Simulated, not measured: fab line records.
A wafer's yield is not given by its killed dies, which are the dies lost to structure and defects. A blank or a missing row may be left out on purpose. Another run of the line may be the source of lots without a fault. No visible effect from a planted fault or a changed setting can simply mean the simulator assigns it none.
Struck lot and sound lot, side by side || flow nand harc || 40 out of 1302 route steps
Sound: these wafers, L804.2, L804.3, L804.6. Struck: wafer L815.3 (left out: L815.1, L815.5 of the same lot, which were not struck); the cause appears at the end.
At each step with rows: each side's tool, then ch and its chambers, then its first start. Under that, the readings that differ: sound wafers || struck wafers || difference of the means || sigmas: that difference in standard deviations of wafers without a fault.
alike: readings with means less than 2 such deviations apart, plus words and numbers identical on both sides. not compared: withheld readings, readings lacking a value on some wafer, bounds such as >300 that could conceal the same value, and numbers that have no deviation in the record and whose values overlap.
The two part at a step that has a row with sigmas, a row that says differs or no value, or rows on one side only. When numbers do not overlap yet have no deviation, they are printed without sigmas and do not part them. A reading missing from all wafers of one side parts the sides only when that side holds two or more wafers.

NHARC_A_CONTACT_ETCH_30: etches the open film in CF4/CHF3, target depth 72.6 nm, time 36.3 s.
  sound on rie diel-08 ch 1,3; struck on rie diel-08 ch 3
  alike: drypump motor current A, mfc ar sccm, oes product au, rf vpp V, showerhead plenum p Torr, throttle valve pct
  not compared: rf hours counter h
then, 9 steps without rows for these wafers: NHARC_A_CONTACT_ETCH_31 (etches the open film in O2/COS, target depth 2800 nm, time 728 s); NHARC_A_CONTACT_ETCH_134 (etches the open film in C4F8/O2/Ar, time 140 s, target depth 700 nm); NHARC_A_CONTACT_ETCH_135 (etches the open film in C4F8/O2/Ar, time 311 s, target depth 1912 nm); NHARC_A_CONTACT_ETCH_136 (etches the open film in C4F8/O2/Ar, time 311 s, target depth 1912 nm); NHARC_A_CONTACT_ETCH_137 (etches the open film in C4F8/O2/Ar, time 311 s, target depth 1912 nm); NHARC_A_CONTACT_ETCH_138 (etches the open film in C4F8/O2/Ar, time 311 s, target depth 1914 nm); NHARC_A_CONTACT_ETCH_139 (etches the open film in C4F8/O2/Ar, time 195 s, target depth 840 nm); NHARC_A_CONTACT_ETCH_92 (etches the open film in CH3F/O2, target depth 40 nm, time 85.7 s); NHARC_A_CONTACT_ETCH_98 (etches the open film in C4F6/O2, target depth 20 nm, time 10 s).
NHARC_A_CONTACT_CD_MEAS_15:
  sound on cd sem-02, day 25 11:36; struck on cd sem-03, day 29 22:49
  alike: cd nm
then, 1 step without rows for these wafers: NHARC_A_CONTACT_STRIP_107 (strips in N2/H2).
NHARC_A_CONTACT_STRIP_108: strips in CF4/CHF3.
  sound on rie diel-04 ch 0,3, day 25 11:46; struck on rie diel-04 ch 1,2,3, day 29 22:59
then, 1 step without rows for these wafers: NHARC_A_CONTACT_STRIP_109 (strips in O2/COS).
NHARC_A_CONTACT_ETCH_110: etches the open film in CF4/O2, target depth 60 nm, overetch 6 nm, time 33 s.
  sound on rie diel-04 ch 2,3, day 25 11:53; struck on rie diel-04 ch 2, day 29 23:06
{"reading": "throttle valve pct (%)", "sound": "13.379 13.405 13.401", "struck": 13.372, "difference": -0.023, "sigmas": -3}
  alike: drypump motor current A, mfc ar sccm, oes_ar_750_au, oes product au, rf vpp V, showerhead plenum p Torr
  not compared: rf hours counter h
NHARC_A_CONTACT_STRIP_26: strips in O2.
  sound on rie diel-04 ch 0,2; struck on rie diel-04 ch 2
  alike: drypump motor current A, mfc ar sccm, oes product au, rf vpp V, showerhead plenum p Torr, throttle valve pct
  not compared: rf hours counter h
then, 2 steps without rows for these wafers: NHARC_A_CONTACT_STRIP_27 (strips in post etch residue remover, time 600 s); NHARC_A_CONTACT_ALD_18 (deposits TiN, target thk 3 nm, pulse time 1 s, ald cycles 150).
NHARC_A_CONTACT_CVD_19: deposits W, target thk 300 nm, time 802 s.
  sound on cvd w-02 ch 0; struck on cvd w-02 ch 1
  alike: chamber pressure Torr, heater power w, mfc ar sccm, throttle valve pct
then, 12 steps without rows for these wafers: NHARC_A_CONTACT_CMP_20 (polishes, t overpolish 30 s, target thk 300 nm); NHARC_A_CONTACT_SRD_22; NHARC_A_BLC_DEHYDRATE_00 (time 120 s); NHARC_A_BLC_HMDS_01 (time 30 s); NHARC_A_BLC_COAT_02 (time 75 s); NHARC_A_BLC_COAT_03 (time 65 s); NHARC_A_BLC_COAT_04 (resist thk 90 nm); NHARC_A_BLC_SOFTBAKE_05 (time 55 s); NHARC_A_BLC_EBR_06; NHARC_A_BLC_EXPOSE_07 (exposes mask A BLC, target cd 100 nm); NHARC_A_BLC_PEB_08 (peb time 65 s); NHARC_A_BLC_DEVELOP_09 (develop time 35 s).
NHARC_A_BLC_CD_MEAS_10: target cd 100 nm.
  sound on cd sem-01 ch 0, day 25 14:33; struck on cd sem-03 ch 0, day 30 01:46
  alike: cd nm
NHARC_A_BLC_OVL_MEAS_11:
  sound on overlay-01, day 25 14:38; struck on overlay-01, day 30 01:51
  alike: overlay x nm, overlay y nm
then, 2 steps without rows for these wafers: NHARC_A_BLC_DESCUM_15 (chemistry O2, time 3 s); NHARC_A_BLC_ETCH_16 (etches the open film in CF4, target depth 39 nm, time 65 s).
NHARC_A_BLC_ETCH_17: etches the open film in N2/H2, target depth 390 nm, time 609.38 s.
  sound on rie diel-07 ch 0,1,3; struck on rie diel-06 ch 2
{"reading": "showerhead plenum p Torr (Torr)", "sound": "1.96 2.05 1.93", "struck": 2.17, "difference": "+0.19", "sigmas": "+2"}
  alike: drypump motor current A, mfc ar sccm, oes product au, rf vpp V, throttle valve pct
  not compared: rf hours counter h
then, 1 step without rows for these wafers: NHARC_A_BLC_ETCH_18 (etches the open film in C4F8/O2/Ar, target depth 910 nm).
NHARC_A_BLC_CD_MEAS_19:
  sound on cd sem-01, day 25 15:42; struck on cd sem-01, day 30 03:07
{"reading": "cd nm (nm)", "sound": "97 96 101", "struck": 104, "difference": "+6", "sigmas": "+2"}
then, 1 step without rows for these wafers: NHARC_A_BLC_STRIP_29 (strips in CF4).
NHARC_END_SORT_01:
  at this point the record logs the struck wafers (prober-01 ch 0, day 32 00:31) and has no rows for the sound ones

== WHERE THEY PART ==
First at NHARC_A_CONTACT_ETCH_110; last, within this record, at NHARC_END_SORT_01.

WHY: the cause the simulator had injected
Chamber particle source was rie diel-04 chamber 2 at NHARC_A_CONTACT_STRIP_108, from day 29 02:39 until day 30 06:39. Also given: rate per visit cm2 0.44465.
